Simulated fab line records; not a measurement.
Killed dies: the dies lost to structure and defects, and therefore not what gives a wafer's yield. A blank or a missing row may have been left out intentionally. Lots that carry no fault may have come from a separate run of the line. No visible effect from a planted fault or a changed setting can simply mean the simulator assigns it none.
Which tool was responsible?    flow n5Finfet    11 lots, 30 wafers sampled, at 4 steps of a route of 1938

WHAT EACH GAUGE READ, for each wafer
N5_BEOL_M8_THK_MEAS_53: measures by xrf. Usual: for M8_THK the level is 80.4 nm and the standard deviation is 1.9.
lot   measured      on            M8_THK (nm)     flag
L980  day 10 06:58  filmMetro-01  79.7 81.0       
L982  day 10 10:06  filmMetro-01  82.8 81.4 78.0  
L983  day 10 21:34  filmMetro-02  78.8 82.9 82.0  
L984  day 10 22:25  filmMetro-01  80.8 82.1       
L985  day 11 17:37  filmMetro-01  79.3 80.3 82.3  
L988  day 11 18:11  filmMetro-01  78.5 82.0 81.2  
L986  day 12 00:11  filmMetro-02  80.4 78.4       
L995  day 13 23:42  filmMetro-02  80.6 81.0 78.3  
L997  day 14 19:51  filmMetro-02  83.2 78.1 81.2  
L999  day 14 20:03  filmMetro-02  79.4 78.9 80.6  
L101  day 15 22:22  filmMetro-01  80.5 82.8 79.0  

WHAT TOOL EACH LOT RAN ON (gives the tool, then ch and the chambers of the sampled wafers, and finally the start)
lot   N5_BEOL_M8_DESCUM_33               N5_BEOL_M8_ETCH_65                 N5_BEOL_M8_ALD_77
L980  rieDiel-02 ch 2,3, day 10 04:02    rieDiel-02 ch 2,3, day 10 04:05    aldMetal-02 ch 0,1, day 10 05:22
L982  rieDiel-03 ch 1,2,3, day 10 05:58  rieDiel-03 ch 1,2,3, day 10 06:01  aldMetal-02 ch 0,1,2, day 10 07:25
L983  rieDiel-02 ch 1,3, day 10 18:36    rieDiel-02 ch 1,3, day 10 18:39    aldMetal-03 ch 0,1,3, day 10 19:56
L984  rieDiel-04 ch 1, day 10 18:46      rieDiel-04 ch 1, day 10 18:49      aldMetal-03 ch 1,3, day 10 20:19
L985  rieDiel-02 ch 1,2,3, day 11 13:29  rieDiel-02 ch 1,2,3, day 11 13:32  aldMetal-03 ch 0,1, day 11 14:37
L988  rieDiel-02 ch 0,2, day 11 14:35    rieDiel-02 ch 0,2, day 11 14:38    aldMetal-03 ch 0,1, day 11 16:50
L986  rieDiel-03 ch 0,3, day 11 21:49    rieDiel-03 ch 0,3, day 11 21:52    aldMetal-01 ch 0,3, day 11 22:55
L995  rieDiel-04 ch 2,3, day 13 19:31    rieDiel-04 ch 2,3, day 13 19:34    aldMetal-02 ch 0,2, day 13 21:39
L997  rieDiel-03 ch 0,1,2, day 14 16:22  rieDiel-03 ch 0,1,2, day 14 16:25  aldMetal-02 ch 0,3, day 14 18:26
L999  rieDiel-04 ch 1,2,3, day 14 16:41  rieDiel-04 ch 1,2,3, day 14 16:45  aldMetal-01 ch 0,3, day 14 18:35
L101  rieDiel-04 ch 0,1,3, day 15 18:27  rieDiel-04 ch 0,1,3, day 15 18:31  aldMetal-01 ch 0,2,3, day 15 19:31
- N5_BEOL_M8_DESCUM_33: chemistry O2, time 7 s.
- N5_BEOL_M8_ETCH_65: etches SiARC in CF4, target depth 15.6 nm, time 26 s.
- N5_BEOL_M8_ALD_77: deposits TaN, target thk 2 nm, pulse time 2 s, purge time 3 s.

AS READ BY THE TOOLS THEMSELVES (means over the sampled wafers that have a number; for cases with no such wafer, the mark the record gives instead)
N5_BEOL_M8_DESCUM_33. Usual: drypumpMotorCurrentA 5.8 A, standard deviation 0.42; o2FlowSccm 224.9 sccm, standard deviation 0.65; oesProductAu 0.83 a.u., standard deviation 0.067; rfVppV 242.5 V, standard deviation 1.3; showerheadPlenumPTorr 2.06 Torr, standard deviation 0.058; throttleValvePct 20.40 %, standard deviation 0.21.
lot   tool        drypumpMotorCurrentA (A)  o2FlowSccm (sccm)  oesProductAu (a.u.)  rfVppV (V)  showerheadPlenumPTorr (Torr)  throttleValvePct (%)  flag
L980  rieDiel-02  5.5                       225.4              0.88                 243.2       2.12                          20.26                 
L982  rieDiel-03  5.5                       225.0              0.82                 241.8       2.01                          20.49                 
L983  rieDiel-02  5.9                       225.5              0.88                 243.9       2.16                          20.16                 
L984  rieDiel-04  5.8                       225.2              0.84                 242.1       2.04                          20.31                 
L985  rieDiel-02  5.9                       224.8              0.85                 243.3       2.10                          20.31                 
L988  rieDiel-02  5.5                       224.8              0.85                 241.6       2.06                          20.43                 
L986  rieDiel-03  5.3                       224.3              0.78                 242.2       2.01                          20.54                 
L995  rieDiel-04  6.3                       224.9              0.87                 243.3       2.11                          20.24                 
L997  rieDiel-03  5.5                       225.4              0.85                 241.9       2.02                          20.48                 
L999  rieDiel-04  6.1                       225.1              0.82                 242.2       2.08                          20.28                 
L101  rieDiel-04  5.8                       224.6              0.82                 241.7       2.05                          20.52                 

N5_BEOL_M8_ETCH_65. Usual: value, then standard deviation, for each; biasW 36.00 W / 0.097; drypumpMotorCurrentA 5.8 A / 0.42; etchRfOnTimeS 25.8 s / 0.62; oesProductAu 0.71 a.u. / 0.06; rfVppV 183.7 V / 1.1; showerheadPlenumPTorr 2.11 Torr / 0.061; throttleValvePct 15.58 % / 0.18.
lot   tool        biasW (W)  drypumpMotorCurrentA (A)  etchRfOnTimeS (s)  oesProductAu (a.u.)  rfVppV (V)  showerheadPlenumPTorr (Torr)  throttleValvePct (%)  flag
L980  rieDiel-02  35.95      5.5                       25.3               0.76                 185.1       2.19                          15.47                 
L982  rieDiel-03  36.12      5.5                       25.6               0.70                 183.8       2.07                          15.70                 
L983  rieDiel-02  36.01      5.9                       25.3               0.76                 184.7       2.22                          15.39                 
L984  rieDiel-04  36.00      5.8                       25.7               0.73                 184.2       2.08                          15.39                 
L985  rieDiel-02  35.99      5.9                       25.5               0.74                 184.1       2.15                          15.47                 
L988  rieDiel-02  35.98      5.5                       26.1               0.72                 183.7       2.11                          15.54                 
L986  rieDiel-03  36.00      5.3                       26.2               0.67                 182.9       2.06                          15.77                 
L995  rieDiel-04  36.01      6.3                       25.7               0.73                 184.0       2.17                          15.49                 
L997  rieDiel-03  36.05      5.6                       25.8               0.72                 183.4       2.08                          15.69                 
L999  rieDiel-04  35.96      6.1                       25.7               0.71                 183.7       2.13                          15.48                 
L101  rieDiel-04  35.95      5.8                       26.1               0.69                 183.5       2.10                          15.66                 

N5_BEOL_M8_ALD_77. Usual: heaterPowerW 441 W, standard deviation 41; precursorVesselPressureTorr 26.25 Torr, standard deviation 0.048; precursorVesselTempC 74.99 C, standard deviation 0.13.
lot   tool         heaterPowerW (W)  precursorVesselPressureTorr (Torr)  precursorVesselTempC (C)  flag
L980  aldMetal-02  399               26.27                               74.82                     
L982  aldMetal-02  423               26.26                               74.89                     
L983  aldMetal-03  461               26.28                               74.98                     
L984  aldMetal-03  478               26.26                               75.00                     
L985  aldMetal-03  452               26.27                               75.02                     
L988  aldMetal-03  440               26.22                               74.92                     
L986  aldMetal-01  470               26.30                               74.94                     
L995  aldMetal-02  444               26.29                               75.01                     
L997  aldMetal-02  409               26.25                               74.92                     
L999  aldMetal-01  461               26.24                               75.10                     
L101  aldMetal-01  465               26.26                               75.00                     

THE ANSWER, worked out from the rows above alone
Rule: a lot is off if the mean of its wafers that have a number lies more than 3 standard deviations from the usual mean. A lot without any number at a reading at which 4 lots or more have one is off too. All remaining lots with rows at the step are treated as sound. Order of review: gauges by route order, followed by the tools' own readings, for which a lot's mean as printed above is used. The first step at which some lot is off is used, and at that step the reading that is off furthest; a lot without a number counts as furthest.
Nothing can be told from this: no lot is off at any reading shown.

WHAT THE SIMULATOR HAD PUT IN
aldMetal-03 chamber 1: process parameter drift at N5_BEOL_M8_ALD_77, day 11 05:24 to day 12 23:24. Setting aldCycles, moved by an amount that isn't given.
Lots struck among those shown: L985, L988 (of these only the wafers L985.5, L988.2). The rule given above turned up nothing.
